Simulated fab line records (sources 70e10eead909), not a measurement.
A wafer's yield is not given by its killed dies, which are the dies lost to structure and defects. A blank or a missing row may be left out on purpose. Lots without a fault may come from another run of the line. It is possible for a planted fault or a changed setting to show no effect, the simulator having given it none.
fab line records | flow nand_harc
[record] lots = 11 wafers = 33 last_day = 34
route steps=1302 shown A_SGD_CUT@890
lots with no fault: from the same line, run without faults
start_h: start of the lot's first displayed wafer, in hours after the record's first day | wait_h: hours elapsed since this lot's preceding step | " identical to the entry in the row above | L1.1+2: a single row standing in for several wafers | - no value, or no start given | * or withheld: withheld | < > ~ a bound
route shown NAME@n: a module of which the file shows steps, and the number in the route of the first | usual: mean/standard deviation of fault-free wafers | same: alike in all rows | chamber/n: place in a boat | sites: readings site by site | _std_site: standard deviation across them | _edge_site: inner sites' mean taken away from outer sites' mean | radius_mm: for every site, how far away it sits from the centre of the wafer | mask NAME#n: copy n | behind: the tool/chamber that last shaped the wafer | hold: cause of the lot's hold/its duration in hours/its outcome | device: which transistor (n, p or np) failed to switch | end of line: tests of these same wafers at the route's end | for a step that has no rows: nothing shown but its recipe | killed: dies that structure and defects cost at the first sort, which is not the same as the wafer's yield | map: the dies of a wafer, with x for killed, . for not killed, _ for no die there
set.NAME: the run value of the setting; set.NAME@STEP: its run value at that earlier step | model.NAME: the simulator's own value behind a step, which no gauge read
the route's steps for a sample of lots (tables are steps, rows are wafers)
services: from which hour (start_h, from the record's first day; less than 0 if before it) a tool's chamber was out of use, for how many hours, and why
[[steps]]
[step NHARC_A_SGD_CUT_DEP_00]
[recipe] target_thk_a = 500 temp_c = 400 target_thk_nm = 50 flow_sccm = 200 rf_w = 450 material = SiNx
[usual] heater_power_w = 692/71
// columns lot.wafer tool chamber start_h wait_h heater_power_w
L172.2 pecvd-01 0 445.61 0.1 741
L172.3 " 2 " " 700
L172.4 " 1 " " 673
L176.1 pecvd-04 0 479.68 0.1 802
L176.4 " 0 " " 778
L176.5 " 2 " " 695
L175.3 pecvd-04 2 481.98 0.1 664
L175.2 " 1 " " 602
L175.6 " 2 " " 648
L177.1 pecvd-03 0 492.43 0.1 668
L177.4 " 1 " " 875
L177.6 " 2 " " 684
L179.2 pecvd-04 2 512.21 0.1 675
L179.3 " 0 " " 783
L179.6 " 2 " " 680
L181.3 pecvd-04 2 525.40 0.1 728
L181.4 " 2 " " 727
L181.6 " 0 " " 737
L183.3 pecvd-01 2 546.22 0.1 702
L183.5 " 2 " " 693
L183.6 " 0 " " 644
L184.2 pecvd-01 0 563.42 0.1 754
L184.4 " 2 " " 621
L184.6 " 0 " " 752
L187.3 pecvd-04 0 566.38 0.1 795
L187.2 " 1 " " 636
L187.4 " 1 " " 650
L188.2 pecvd-03 2 586.31 0.1 670
L188.1 " 0 " " 741
L188.3 " 1 " " 817
L195.2 pecvd-03 1 674.94 0.1 809
L195.4 " 2 " " 708
L195.6 " 0 " " 734
[step NHARC_A_SGD_CUT_DESCUM_14]
[recipe] time_s = 3 o2_flow_sccm = 200 ar_flow_sccm = 0 bias_power_w = 0 chemistry = O2
[usual] drypump_motor_current_A = 5.6/0.34 o2_flow_sccm = 200.0/0.57 oes_product_au = 0.999/0.0072 rf_vpp_V = 57.7/0.86 showerhead_plenum_p_Torr = 1.91/0.099 throttle_valve_pct = 11.312/0.0093
// columns lot.wafer tool chamber start_h wait_h drypump_motor_current_A o2_flow_sccm oes_product_au rf_hours_counter_h rf_vpp_V showerhead_plenum_p_Torr throttle_valve_pct
L172.2 rie_diel-03 3 446.39 0.1 6.0 200.1 0.983 9 57.7 2.01 11.297
L172.4 " 0 " " 4.9 199.5 0.991 10 57.3 1.83 11.319
L172.3 " 1 " " 6.2 199.8 1.002 10 57.1 1.78 11.311
L176.1 rie_diel-01 1 480.48 0.1 5.4 200.2 0.996 8 56.9 1.92 11.315
L176.4 " 2 " " 5.7 200.7 0.994 8 58.3 1.98 11.319
L176.5 " 0 " " 5.6 199.2 0.991 - 58.3 2.05 11.314
L175.3 rie_diel-11 0 482.89 0.1 5.3 199.0 0.995 1 56.8 1.86 11.312
L175.2 " 3 " " 5.1 199.8 1.005 2 57.6 1.86 11.305
L175.6 " 1 " " 5.9 200.0 1.016 - 58.8 2.06 11.316
L177.1 rie_diel-11 3 493.15 0.1 5.1 198.8 1.011 2 58.3 1.86 11.314
L177.4 " 1 " " 5.9 200.1 1.001 2 57.4 2.06 11.302
L177.6 " 0 " " 5.3 199.7 1.004 - 58.4 1.86 11.318
L179.2 rie_diel-01 3 513.09 0.1 5.3 200.7 0.998 9 59.0 1.78 11.324
L179.3 " 1 " " 5.4 201.4 1.007 10 59.3 1.92 11.298
L179.6 " 3 " " 5.3 200.3 1.010 - 57.0 1.78 11.313
L181.3 rie_diel-03 0 526.33 0.1 4.9 199.9 0.998 4 57.5 1.83 11.312
L181.4 " 1 " " 6.1 200.7 0.996 5 55.8 1.77 11.310
L181.6 " 2 " " 5.9 200.4 0.987 - 58.1 1.81 11.317
L183.3 rie_diel-01 1 547.00 0.1 5.3 200.5 1.000 14 56.6 1.92 11.313
L183.6 " 1 " " 5.4 200.2 1.003 - 57.2 1.92 11.307
L183.5 " 2 " " 5.7 200.3 1.002 - 59.3 1.98 11.290
L184.4 rie_diel-03 1 564.30 0.1 6.1 199.9 1.005 7 58.6 1.77 11.317
L184.2 " 2 " " 5.9 200.0 1.000 5 57.0 1.81 11.306
L184.6 " 1 " " 6.2 201.0 0.987 - 57.0 1.77 11.329
L187.2 rie_diel-03 0 567.29 0.1 5.0 200.2 1.002 7 58.7 1.83 11.303
L187.3 " 2 " " 5.9 199.8 0.994 6 56.7 1.81 11.307
L187.4 " 3 " " 6.0 200.4 0.985 7 57.7 2.00 11.325
L188.1 rie_diel-01 3 587.21 0.1 5.3 201.4 1.004 2 57.1 1.78 11.303
L188.3 " 0 " " 5.7 199.9 0.991 2 57.9 2.05 11.309
L188.2 " 2 " " 5.7 199.7 1.013 2 57.5 1.98 11.297
L195.2 rie_diel-01 0 675.73 0.1 5.6 199.9 1.010 10 60.1 2.04 11.323
L195.4 " 2 " " 5.7 199.8 1.015 9 59.2 1.97 11.334
L195.6 " 0 " " 5.6 200.3 1.005 - 58.3 2.04 11.306
[step NHARC_A_SGD_CUT_ETCH_15]
[recipe] target_depth_a = 750 time_s = 64.3 ch3f_flow_sccm = 50 o2_flow_sccm = 30 ar_flow_sccm = 200 rf_w = 500 bias_w = 100 chemistry = CH3F/O2
[usual] drypump_motor_current_A = 5.5/0.36 o2_flow_sccm = 29.99/0.1 oes_product_au = 0.960/0.017 rf_vpp_V = 263.6/2.1 showerhead_plenum_p_Torr = 2.44/0.12 throttle_valve_pct = 20.664/0.0082
// columns lot.wafer tool chamber start_h wait_h drypump_motor_current_A o2_flow_sccm oes_product_au rf_hours_counter_h rf_vpp_V showerhead_plenum_p_Torr throttle_valve_pct
L172.4 rie_diel-03 2 - - 6.0 30.00 0.971 10 262.7 2.33 20.657
L172.3 " 3 " " 6.0 30.00 0.954 9 265.3 2.57 20.662
L172.2 " 1 " " 6.2 29.91 0.963 10 262.1 2.29 20.671
L176.4 rie_diel-01 0 - - 5.6 29.76 0.970 7 267.3 2.63 20.660
L176.1 " 2 " " 5.7 29.89 0.976 8 265.7 2.54 20.659
L176.5 " 1 " " 5.4 30.14 0.970 - 264.6 2.47 20.657
L175.2 rie_diel-11 0 - - 5.3 30.02 0.966 1 262.8 2.39 20.658
L175.3 " 3 " " 5.1 30.05 0.979 2 263.2 2.40 20.653
L175.6 " 1 " " 5.9 30.07 0.972 - 266.3 2.64 20.659
L177.4 rie_diel-11 0 - - 5.3 29.83 0.921 2 262.5 2.39 20.657
L177.1 " 1 " " 5.9 30.07 0.941 2 267.2 2.64 20.658
L177.6 " 0 " " 5.3 29.94 0.930 - 262.3 2.39 20.675
L179.2 rie_diel-01 3 - - 5.3 29.96 0.927 9 261.2 2.30 20.662
L179.3 " 1 " " 5.4 29.87 0.927 10 263.9 2.47 20.662
L179.6 " 3 " " 5.3 29.91 0.936 - 261.2 2.30 20.652
L181.4 rie_diel-03 0 - - 5.0 29.97 0.974 5 261.5 2.36 20.670
L181.3 " 3 " " 6.0 30.16 0.954 4 264.3 2.57 20.672
L181.6 " 0 " " 5.0 29.90 0.962 - 261.7 2.36 20.670
L183.3 rie_diel-01 0 - - 5.6 30.07 0.971 13 266.4 2.62 20.651
L183.5 " 3 " " 5.3 30.00 0.972 - 262.6 2.29 20.677
L183.6 " 0 " " 5.6 30.09 0.973 - 267.2 2.62 20.669
L184.2 rie_diel-03 0 - - 5.0 30.04 0.969 7 262.3 2.35 20.669
L184.4 " 1 " " 6.1 30.18 0.950 7 263.0 2.28 20.654
L184.6 " 1 " " 6.1 30.17 0.950 - 262.3 2.29 20.667
L187.4 rie_diel-03 3 - - 6.0 29.90 0.951 7 266.0 2.57 20.654
L187.3 " 1 " " 6.1 29.90 0.943 8 260.2 2.28 20.676
L187.2 " 2 " " 6.0 29.86 0.956 6 261.0 2.33 20.672
L188.1 rie_diel-01 3 - - 5.3 29.90 0.964 2 261.7 2.29 20.658
L188.3 " 1 " " 5.4 30.14 0.982 2 264.6 2.46 20.656
L188.2 " 2 " " 5.7 30.12 0.985 2 266.2 2.54 20.660
L195.4 rie_diel-01 1 - - 5.4 29.94 0.966 9 263.8 2.46 20.663
L195.2 " 2 " " 5.7 29.94 0.974 9 265.1 2.53 20.665
L195.6 " 2 " " 5.7 29.93 0.976 - 265.3 2.53 20.660
[step NHARC_A_SGD_CUT_DEP_20]
[recipe] target_thk_a = 1500 temp_c = 65 material = SiO2
// columns lot.wafer tool chamber start_h wait_h
L172.2+4+3 fcvd-02 1,1,0 447.51 -
L176.1+4+5 fcvd-02 1,1,0 481.59 -
L175.2+3+6 fcvd-01 0,0,1 484.03 -
L177.1+4+6 fcvd-01 0,0,1 494.28 -
L179.2+3+6 fcvd-02 0,0,1 514.19 -
L181.3+4+6 fcvd-02 0,1,1 527.48 -
L183.3+5+6 fcvd-02 0,0,1 548.17 -
L184.2+4+6 fcvd-01 1,0,1 565.87 -
L187.2+4+3 fcvd-01 0,1,0 568.43 -
L188.1+2+3 fcvd-02 1,0,1 588.33 -
L195.2+4+6 fcvd-02 1,0,0 676.84 -
[step NHARC_A_SGD_CUT_CMP_21]
[recipe] target_thk_nm = 148.19
[usual] motor_current_A = 10.7/0.85 retaining_ring_pressure_frac = 1.000/0.005 time_to_endpoint_s = 50.3/2.4
// columns lot.wafer tool chamber start_h wait_h motor_current_A retaining_ring_pressure_frac time_to_endpoint_s
L172.3 cmp-01 0 452.52 0.4 10.1 0.997 49.5
L172.4 " 1 " " 10.5 1.002 47.7
L172.2 " 3 " " 10.3 1.003 48.6
L176.1 cmp-03 2 488.67 0.4 9.6 1.008 48.7
L176.4 " 0 " " 10.8 1.009 50.5
L176.5 " 3 " " 10.5 1.000 52.3
L175.2 cmp-01 2 488.70 0.4 10.5 0.988 49.0
L175.3 " 3 " " 10.5 1.001 49.8
L175.6 " 2 " " 10.4 1.000 48.3
L177.1 cmp-03 2 499.36 0.4 10.5 0.993 51.7
L177.4 " 0 " " 10.9 0.990 52.4
L177.6 " 2 " " 10.2 1.000 51.0
L179.2 cmp-01 3 518.84 0.4 10.0 0.996 51.0
L179.3 " 2 " " 11.0 0.999 48.8
L179.6 " 0 " " 10.7 1.007 48.6
L181.3 cmp-01 3 532.07 0.4 10.6 1.000 54.6
L181.4 " 2 " " 11.1 1.007 52.6
L181.6 " 0 " " 10.7 1.003 54.0
L183.3 cmp-01 2 552.84 0.4 11.0 0.995 48.4
L183.5 " 3 " " 10.1 0.998 51.8
L183.6 " 0 " " 10.9 0.994 48.4
L184.4 cmp-01 2 571.12 0.4 10.7 0.994 48.4
L184.2 " 1 " " 10.5 0.994 50.2
L184.6 " 2 " " 10.8 0.992 51.9
L187.4 cmp-04 2 571.12 0.4 11.5 1.001 52.1
L187.3 " 3 " " 11.7 0.995 51.2
L187.2 " 0 " " 9.8 1.000 53.1
L188.3 cmp-04 3 594.28 0.4 12.3 0.998 47.7
L188.2 " 1 " " 9.7 0.998 49.7
L188.1 " 2 " " 10.7 0.993 61.7
L195.4 cmp-04 1 681.62 0.4 9.1 1.006 54.1
L195.2 " 2 " " 11.0 1.002 52.8
L195.6 " 1 " " 9.9 1.009 50.5
[[services]]
// columns tool chamber start_h hours kind
rie_diel-03 2 424.86 1.8 repair
fcvd-02 - 450.00 13.0 pm
rie_diel-03 - 458.30 9.0 pm
cmp-01 - 464.37 0.7 repair
cmp-01 - 479.53 4.0 pm
fcvd-02 1 482.74 9.3 repair
rie_diel-01 3 528.75 8.7 repair
cmp-01 - 538.45 0.7 repair
rie_diel-01 - 558.03 9.0 pm
cmp-01 - 564.98 1.5 repair
cmp-01 - 577.53 4.0 pm
rie_diel-03 2 592.18 1.6 repair
rie_diel-01 1 593.29 3.7 repair
rie_diel-01 0 596.38 3.2 repair
rie_diel-03 2 607.95 13.0 repair
rie_diel-01 2 625.78 8.8 repair
fcvd-02 - 631.00 13.0 pm
rie_diel-01 - 633.46 0.6 repair
rie_diel-03 - 635.30 9.0 pm
rie_diel-01 3 643.02 5.4 repair
rie_diel-03 - 649.15 0.6 repair
rie_diel-03 0 652.75 2.9 repair
rie_diel-01 1 653.91 6.2 repair
rie_diel-01 0 658.90 4.4 repair
[[key]]
[first_sign] step = NHARC_A_SGD_CUT_CMP_21 reading = time_to_endpoint_s direction = up sigmas = 4.8 usual = * struck = *
effect none on later readings
met_at NHARC_A_SGD_CUT_DEP_20
struck_lots L188
struck_wafers L188.1
tester_left_out L188
not_acting_at NHARC_A_SGD_CUT_DEP_00,NHARC_A_SGD_CUT_DESCUM_14,NHARC_A_SGD_CUT_ETCH_15
onset_between 548.17 588.33
[fault] kind = process_parameter_drift tool = fcvd-02 chamber = - onset_h = 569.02 steps = NHARC_A_SGD_CUT_DEP_20 channel = target_thk_a offset = * shape = step end_h = 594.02 scope = struck_wafers_only acts_in = * stated = *
// tester_left_out: of these lots the tester's yield and bins aren't shown, on N5 and GAA mostly nor the transistor test; their killed dies are dies lost to structure and defects alone, not to doping, threshold or leakage, so they don't give the yield
